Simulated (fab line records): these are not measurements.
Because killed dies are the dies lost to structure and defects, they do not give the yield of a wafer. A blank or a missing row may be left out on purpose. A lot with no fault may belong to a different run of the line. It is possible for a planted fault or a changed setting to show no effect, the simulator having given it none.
Which tool is to blame? | flow nandHarc | 13 lots, 39 wafers sampled, at 5 steps of a route of 1159

== WHAT THE GAUGES READ, wafer by wafer ==
NHARC_END_SORT_01. Usual: killedAtArray 29, standard deviation 11; killedAtOther 0.5, standard deviation 0.85; killedAtPeriphery 3.0, standard deviation 2.3; killedDies 33, standard deviation 12; killedOpen 3.3, standard deviation 1.9; killedShort 2.0, standard deviation 1.5.
lot  | measured     | on        | killedAtArray | killedAtOther | killedAtPeriphery | killedDies | killedOpen | killedShort | flag
L332 | day 25 03:59 | prober-01 | 41 109 53     | 0 0 0         | 4 3 7             | 45 112 60  | 1 3 6      | 3 1 2       | OFF

== WHICH TOOL RAN EACH LOT (tool, then ch and the chambers of the sampled wafers, then the start) ==
lot  | NHARC_A_CONTACT_ETCH_127           | NHARC_THIN_TSV_DEP_47           | NHARC_THIN_TSV_STRIP_62             | NHARC_THIN_TSV_DEGAS_53
L334 | harCapEtch-01 ch 0,1, day 19 22:20 | pecvd-03 ch 0,2, day 23 23:39   | plasmaAsher-01 ch 0,1, day 24 00:35 | pvdSputter-01, day 24 02:46
L333 | harCapEtch-01 ch 0,1, day 20 08:31 | pecvd-01 ch 0,2, day 24 10:50   | plasmaAsher-01 ch 0,1, day 24 11:37 | pvdSputter-01, day 24 13:49
L331 | harCapEtch-03 ch 0,1, day 20 09:42 | pecvd-01 ch 0,2, day 24 06:49   | plasmaAsher-01 ch 0,1, day 24 07:58 | pvdSputter-01, day 24 10:07
L332 | harCapEtch-03 ch 0,1, day 20 14:08 | pecvd-01 ch 0,2, day 24 11:59   | plasmaAsher-01 ch 0,1, day 24 12:44 | pvdSputter-02, day 24 14:56
L339 | harCapEtch-02 ch 0,1, day 20 20:11 | pecvd-01 ch 1,2, day 24 14:18   | plasmaAsher-01 ch 0,1, day 24 15:01 | pvdSputter-03, day 24 17:13
L344 | harCapEtch-01 ch 0,1, day 21 22:55 | pecvd-01 ch 0,1,2, day 25 05:44 | plasmaAsher-02 ch 0,1, day 25 06:30 | pvdSputter-03, day 25 08:53
L345 | harCapEtch-02 ch 0,1, day 22 14:28 | pecvd-04 ch 0,1,2, day 26 05:19 | plasmaAsher-01 ch 0,1, day 26 06:02 | pvdSputter-01, day 26 08:12
L349 | harCapEtch-01 ch 0,1, day 23 04:29 | pecvd-04 ch 0,2, day 26 10:04   | plasmaAsher-01 ch 0,1, day 26 10:49 | pvdSputter-03, day 26 12:59
L351 | harCapEtch-01 ch 1, day 23 09:27   | pecvd-03 ch 0,2, day 26 14:16   | plasmaAsher-01 ch 0,1, day 26 14:59 | pvdSputter-02, day 26 17:09
L347 | harCapEtch-02 ch 0,1, day 23 10:01 | pecvd-03 ch 0,1, day 26 18:41   | plasmaAsher-02 ch 0,1, day 26 19:26 | pvdSputter-02, day 26 21:38
L343 | harCapEtch-01 ch 0,1, day 23 21:39 | pecvd-01 ch 0,1, day 27 03:59   | plasmaAsher-01 ch 0,1, day 27 04:44 | pvdSputter-03, day 27 06:53
L354 | harCapEtch-01 ch 0,1, day 24 08:37 | pecvd-04 ch 1,2, day 27 14:26   | plasmaAsher-01 ch 0,1, day 27 15:13 | pvdSputter-01, day 27 17:28
L353 | harCapEtch-03 ch 0,1, day 24 12:31 | pecvd-03 ch 0,1,2, day 27 18:03 | plasmaAsher-01 ch 0, day 27 18:47   | pvdSputter-02, day 27 20:55
- NHARC_A_CONTACT_ETCH_127: etches the open film in C4F8/O2/Ar, time 155 s, target depth 956 nm.
- NHARC_THIN_TSV_DEP_47: deposits SiO2, target thk 200 nm.
- NHARC_THIN_TSV_STRIP_62: strips in N2/H2, time 20 s.
- NHARC_THIN_TSV_DEGAS_53: time 60 s.

== AS READ BY THE TOOLS THEMSELVES (means over the sampled wafers that have a number; for cases with no such wafer, the mark the record gives instead) ==
NHARC_THIN_TSV_DEP_47. Usual: throttleValvePct reads 15.8 % (standard deviation 0.53).
lot  | tool     | throttleValvePct (%) | flag
L334 | pecvd-03 | 15.4                 | 
L333 | pecvd-01 | 16.3                 | 
L331 | pecvd-01 | 16.3                 | 
L332 | pecvd-01 | 16.3                 | 
L339 | pecvd-01 | 16.2                 | 
L344 | pecvd-01 | 16.4                 | 
L345 | pecvd-04 | 15.9                 | 
L349 | pecvd-04 | 16.1                 | 
L351 | pecvd-03 | 15.4                 | 
L347 | pecvd-03 | 15.2                 | 
L343 | pecvd-01 | 16.2                 | 
L354 | pecvd-04 | 16.4                 | 
L353 | pecvd-03 | 15.3                 | 

NHARC_THIN_TSV_STRIP_62. Usual: drypumpMotorCurrentA 5.60 A, standard deviation 0.29; heaterPowerW 313 W, standard deviation 26.
lot  | tool           | drypumpMotorCurrentA (A) | heaterPowerW (W) | flag
L334 | plasmaAsher-01 | 5.51                     | 301              | 
L333 | plasmaAsher-01 | 5.40                     | 312              | 
L331 | plasmaAsher-01 | 5.51                     | 297              | 
L332 | plasmaAsher-01 | 5.52                     | 295              | 
L339 | plasmaAsher-01 | 5.40                     | 310              | 
L344 | plasmaAsher-02 | 5.90                     | 340              | 
L345 | plasmaAsher-01 | 5.50                     | 303              | 
L349 | plasmaAsher-01 | 5.39                     | 311              | 
L351 | plasmaAsher-01 | 5.41                     | 314              | 
L347 | plasmaAsher-02 | 6.02                     | 330              | 
L343 | plasmaAsher-01 | 5.51                     | 299              | 
L354 | plasmaAsher-01 | 5.41                     | 301              | 
L353 | plasmaAsher-01 | 5.30                     | 315              | 

NHARC_THIN_TSV_DEGAS_53. Usual: heaterPowerW reads 480 W (standard deviation 53).
lot  | tool          | heaterPowerW (W) | flag
L334 | pvdSputter-01 | 495              | 
L333 | pvdSputter-01 | 487              | 
L331 | pvdSputter-01 | 493              | 
L332 | pvdSputter-02 | 506              | 
L339 | pvdSputter-03 | 441              | 
L344 | pvdSputter-03 | 432              | 
L345 | pvdSputter-01 | 497              | 
L349 | pvdSputter-03 | 442              | 
L351 | pvdSputter-02 | 507              | 
L347 | pvdSputter-02 | 454              | 
L343 | pvdSputter-03 | 431              | 
L354 | pvdSputter-01 | 499              | 
L353 | pvdSputter-02 | 511              | 

== THE ANSWER, worked out from the rows above alone ==
Rule: a lot is off if the mean of its wafers that have a number lies more than 3 standard deviations from the usual mean. A lot without any number at a reading at which 4 lots or more have one is off too. Any other lot the step has rows for is counted as sound. First the gauges in route order, then the tools' own readings, where a lot's mean is used as printed above. At the first step where some lot is off, the reading lying furthest off is the one used; lots without a number count as furthest.
Off: L332 (NHARC_END_SORT_01, killedAtArray). Neither off nor sound, because the step has no rows for them: L334, L333, L331, L339, L344, L345, L349, L351, L347, L343, L354, L353.
A tool fits if, at a process step before that reading, it ran every lot that is off, and no sound lot after the first of them. The gauges at NHARC_END_SORT_01 are tried like those tools. Can't be told from this: 5 tools fit, harCapEtch-03 at NHARC_A_CONTACT_ETCH_127, pecvd-01 at NHARC_THIN_TSV_DEP_47, plasmaAsher-01 at NHARC_THIN_TSV_STRIP_62, pvdSputter-02 at NHARC_THIN_TSV_DEGAS_53, prober-01 at NHARC_END_SORT_01.

== WHAT WAS PUT IN BY THE SIMULATOR ==
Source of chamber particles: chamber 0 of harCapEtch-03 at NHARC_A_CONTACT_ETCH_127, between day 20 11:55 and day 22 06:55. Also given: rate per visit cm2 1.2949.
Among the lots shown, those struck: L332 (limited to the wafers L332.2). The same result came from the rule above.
